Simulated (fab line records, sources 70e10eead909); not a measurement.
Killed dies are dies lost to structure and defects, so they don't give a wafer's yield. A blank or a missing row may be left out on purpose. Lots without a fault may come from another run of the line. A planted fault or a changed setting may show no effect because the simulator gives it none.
A struck lot beside a sound one | flow nand_harc | 13 steps out of a route of 1302
Sound: wafers L706.1, L706.5, L706.6. Struck: wafers L708.1, L708.2, L708.6. The cause comes at the end.
At each step with rows: each side's tool, then ch and its chambers, then its first start. Under that, the readings that differ: sound wafers | struck wafers | difference of the means | sigmas: that difference in standard deviations of wafers without a fault.
alike: readings whose means differ by less than 2 such deviations, and words and numbers that are the same on both sides. not compared: withheld readings, readings that some wafer has no value for, bounds like >300 that may hide the same value, and numbers for which the record gives no deviation and whose values overlap.
The two part at a step that has a row with sigmas, a row that says differs or no value, or rows on one side only. Numbers that don't overlap but have no deviation are shown without sigmas and don't part them. A reading that every wafer of one side lacks parts them only if that side has two wafers or more.

first, 1 step without rows for these wafers: NHARC_A_ONON_D2_DEP_19 (target thk 1000 nm).
NHARC_A_ONON_D2_THK_MEAS_21: measures by ellipsometry.
  sound on film_metro-02, day 14 13:04; struck on film_metro-02, day 14 17:43
  reading     | sound          | struck      | difference | sigmas
  thk_nm (nm) | 1005 1008 1004 | 984 984 982 | -22        | -2
then, 1 step without rows for these wafers: NHARC_A_ONON_D2_DEP_22 (target thk 1000 nm).
NHARC_A_ONON_D2_THK_MEAS_24: measures by ellipsometry.
  sound on film_metro-02, day 14 13:38; struck on film_metro-01, day 14 18:17
  alike: thk_nm
then, 1 step without rows for these wafers: NHARC_A_ONON_D2_DEP_25 (target thk 1000 nm).
NHARC_A_ONON_D2_THK_MEAS_27: measures by ellipsometry.
  sound on film_metro-01, day 14 14:13; struck on film_metro-02, day 14 18:52
  alike: thk_nm
then, 1 step without rows for these wafers: NHARC_A_ONON_D2_DEP_28 (target thk 1000 nm).
NHARC_A_ONON_D2_THK_MEAS_30: measures by ellipsometry.
  sound on film_metro-01, day 14 14:49; struck on film_metro-02, day 14 19:25
  alike: thk_nm
NHARC_A_ONON_D2_DEP_33: deposits SiO2, target thk 200 nm.
  sound on pecvd-03 ch 0,1,2, day 14 14:52; struck on pecvd-03 ch 1,2, day 14 19:29
  alike: heater_power_w, throttle_valve_pct
NHARC_A_ONON_D2_THK_MEAS_34: measures by ellipsometry.
  sound on film_metro-02, day 14 15:18; struck on film_metro-02, day 14 19:53
  alike: thk_nm
NHARC_A_ONON_D2_INSPECT_32:
  sound on defect_inspect-01, day 14 15:23; struck on defect_inspect-01, day 14 19:57
  alike: raw_defect_count
NHARC_A_CHANNEL_HOLE_D2_DEP_00: deposits aC, target thk 3100 nm.
  sound on acl_dep-03 ch 0, day 14 15:52; struck on acl_dep-02 ch 0, day 14 23:03
  alike: throttle_valve_pct
NHARC_A_CHANNEL_HOLE_D2_DEP_01: deposits SiON, target thk 140 nm.
  sound on pecvd-04 ch 1,2, day 14 17:47; struck on pecvd-02 ch 0,1,2, day 15 00:59
  alike: heater_power_w

WHERE THEY PART
Only at NHARC_A_ONON_D2_THK_MEAS_21, within this record. Later steps at which nothing parts them and some readings are alike: NHARC_A_ONON_D2_THK_MEAS_24, NHARC_A_ONON_D2_THK_MEAS_27, NHARC_A_ONON_D2_THK_MEAS_30, NHARC_A_ONON_D2_DEP_33, NHARC_A_ONON_D2_THK_MEAS_34, NHARC_A_ONON_D2_INSPECT_32, NHARC_A_CHANNEL_HOLE_D2_DEP_00, NHARC_A_CHANNEL_HOLE_D2_DEP_01.

WHY: what the simulator had put in
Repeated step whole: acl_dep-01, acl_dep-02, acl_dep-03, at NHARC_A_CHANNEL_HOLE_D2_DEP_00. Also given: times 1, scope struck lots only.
